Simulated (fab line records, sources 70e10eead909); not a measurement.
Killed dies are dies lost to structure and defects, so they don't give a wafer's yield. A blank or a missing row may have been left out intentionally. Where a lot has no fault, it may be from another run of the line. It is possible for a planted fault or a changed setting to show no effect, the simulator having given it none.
A struck lot beside a sound one -- flow nand_harc -- 14 out of 1302 route steps
Sound: wafers L831.1, L831.3, L831.4. Struck: wafer L835.2 (left out: L835.4, L835.5 of the same lot, which were not struck); the cause appears at the end.
Per side, at each step with rows, come the tool, then ch with its chambers, and then its first start. Under that, the readings that differ: sound wafers -- struck wafers -- difference of the means -- sigmas: that difference in standard deviations of wafers without a fault.
alike: readings with means less than 2 such deviations apart, plus words and numbers identical on both sides. not compared: withheld readings, readings lacking a value on some wafer, bounds such as >300 that could conceal the same value, and numbers that have no deviation in the record and whose values overlap.
The two part at a step that has a row with sigmas, a row that says differs or no value, or rows on one side only. Numbers that have no deviation but don't overlap get no sigmas and don't part them. Lack of a reading on every wafer of one side parts them only where that side has two or more wafers.

NHARC_A_SLIT_ETCH_26: etches the open film in C4F8/O2/Ar, time 90 s, target depth 400 nm.
  sound on har_etch-01 ch 0,1, day 20 10:49; struck on har_etch-01 ch 0, day 21 05:52
  alike: chamber_pressure_mTorr, drypump_motor_current_A, showerhead_plenum_p_Torr, throttle_valve_pct
  not compared: rf_hours_counter_h
then, 1 step without rows for these wafers: NHARC_A_SLIT_STRIP_28 (strips in O2/COS).
NHARC_A_SLIT_ETCH_29: etches the open film in CF4/O2, target depth 100 nm, overetch 10 nm, time 55 s.
  sound on rie_diel-03 ch 0,3, day 20 11:43; struck on rie_diel-09 ch 0, day 21 06:45
reading,sound,struck,difference,sigmas
oes_product_au (a.u.),1.008 0.995 1.003,0.970,-0.032,-2
  alike: chamber_pressure_mTorr, drypump_motor_current_A, rf_vpp_V, showerhead_plenum_p_Torr, throttle_valve_pct
  not compared: rf_hours_counter_h
NHARC_A_SLIT_STRIP_18: strips in O2.
  sound: rie_diel-03 ch 0,3; struck: rie_diel-09 ch 3
  alike: chamber_pressure_mTorr, drypump_motor_current_A, oes_product_au, rf_vpp_V, showerhead_plenum_p_Torr, throttle_valve_pct
  not compared: rf_hours_counter_h
then, 2 steps without rows for these wafers: NHARC_A_SLIT_PRECLEAN_19 (cleans in SC1); NHARC_A_SLIT_SRD_20.
NHARC_A_SLIT_CD_MEAS_21:
  sound on cd_sem-01, day 20 12:19; struck on cd_sem-02, day 21 07:17
  alike: cd_nm
then, 3 steps without rows for these wafers: NHARC_A_SIN_REMOVE_WET_00 (chemistry H3PO4, time 15300 s); NHARC_A_SIN_REMOVE_PRECLEAN_01 (cleans in SC1); NHARC_A_SIN_REMOVE_SRD_02.
NHARC_A_SIN_REMOVE_INSPECT_04:
  sound on defect_inspect-01, day 20 17:22; struck on defect_inspect-01, day 21 13:58
  alike: raw_defect_count
NHARC_A_WL_FILL_ALD_00: deposits Al2O3, target thk 3 nm, pulse time 3 s, ald cycles 30.
  sound on ald_hk-04 ch 0,2,3, day 20 17:26; struck on ald_hk-04 ch 3, day 21 14:02
reading,sound,struck,difference,sigmas
ald_cycles,30 30 30,42,+12,
  alike: heater_power_w, precursor_pulse_height_rel
NHARC_A_WL_FILL_RTA_01: time 5 s.
  sound on rtp_anneal-01 ch 0, day 20 17:42; struck on rtp_anneal-01 ch 0, day 21 14:30
  alike: anneal_temp_c_max, lamp_power_pct, lamp_zone_3_pct, wafer_temp_C_max
-- record jumps: 4 days between struck wafers' starts before vs after; left off in module A_WL_FILL, resumes in module END, first step shown is number 1302 of the route --
NHARC_END_SORT_01:
  here the record holds rows for the struck wafers (prober-02 ch 0, day 25 16:25) but none for the sound ones

WHERE THEY PART
At NHARC_A_SLIT_ETCH_29 first; at NHARC_END_SORT_01 last (within this record only).

WHY: whatever the simulator had introduced
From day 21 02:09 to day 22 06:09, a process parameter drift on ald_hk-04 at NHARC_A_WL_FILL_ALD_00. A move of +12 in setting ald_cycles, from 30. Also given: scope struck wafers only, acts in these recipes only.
